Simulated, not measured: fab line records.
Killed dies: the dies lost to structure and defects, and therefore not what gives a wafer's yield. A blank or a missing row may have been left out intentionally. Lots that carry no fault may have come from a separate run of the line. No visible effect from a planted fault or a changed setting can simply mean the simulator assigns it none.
Matching of chambers ; flow nand harc ; NHARC_A_M1_CMP_23 on cmp-02 has 4 sister chambers
The step polishes, t overpolish 20 s, target thk 154.34 nm. 14 wafers are shown with their chamber, then 7 later ones without.

== WAFERS WITH THEIR CHAMBER ==
wafer;chamber;motor current A (A);edge zone pressure frac;time to endpoint s (s)
L075.1;0;12.1;0.997;30.4
L075.5;2;10.9;0.993;29.5
L075.6;3;13.0;1.001;31.6
L076.1;0;12.0;1.003;30.0
L076.2;2;10.3;1.007;29.1
L076.3;3;12.4;1.002;32.7
L078.1;0;11.7;1.005;30.9
L078.2;1;11.5;0.997;32.3
L078.6;0;12.1;1.002;31.5
L082.1;1;11.1;0.991;29.1
L082.4;0;11.9;1.005;26.5
L082.5;0;12.2;1.000;25.2
L085.1;3;12.4;1.001;25.1
L085.4;0;12.2;1.008;26.1

SIGNATURES (averages over the wafers above)
reading;chamber 0;chamber 1;chamber 2;chamber 3;scatter within a chamber
motor current A;12.029;11.300;10.600;12.600;0.263
edge zone pressure frac;1.00286;0.99400;1.00000;1.00133;0.00442
time to endpoint s;28.657;30.700;29.300;29.800;2.83
Rule: a wafer's distance from a chamber is the root of the sum, over the readings, of the square of ((its reading less the chamber's mean) divided by the reading's scatter). The wafer belongs to the nearest chamber; if the next one is less than 2 further off, it can't be placed. The scatter is the square root of a quotient: the sum, over the shown wafers, of each reading's squared deviation from its chamber's mean, divided by wafers minus chambers.

== WAFERS WITH NO CHAMBER GIVEN ==
wafer;motor current A (A);edge zone pressure frac;time to endpoint s (s)
L085.6;11.2;1.002;25.9
L091.1;11.4;0.997;31.2
L091.4;11.4;1.007;30.1
L091.5;13.0;1.003;34.2
L097.2;11.7;0.990;26.4
L097.4;12.9;1.010;27.1
L097.6;12.4;0.998;23.2

== CHAMBER TAKEN BY EACH ==
wafer;from the rows above;in truth
L085.6;can't be placed: 1 or 2 or 0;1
L091.1;1;1
L091.4;can't be placed: 0 or 1 or 2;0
L091.5;can't be placed: 3 or 0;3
L097.2;can't be placed: 1 or 0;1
L097.4;can't be placed: 3 or 0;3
L097.6;can't be placed: 3 or 0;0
1 of 7 placed correctly. Can't be placed from these rows: 6 (the true chamber is among the candidates in 6). Wrongly placed: 0.
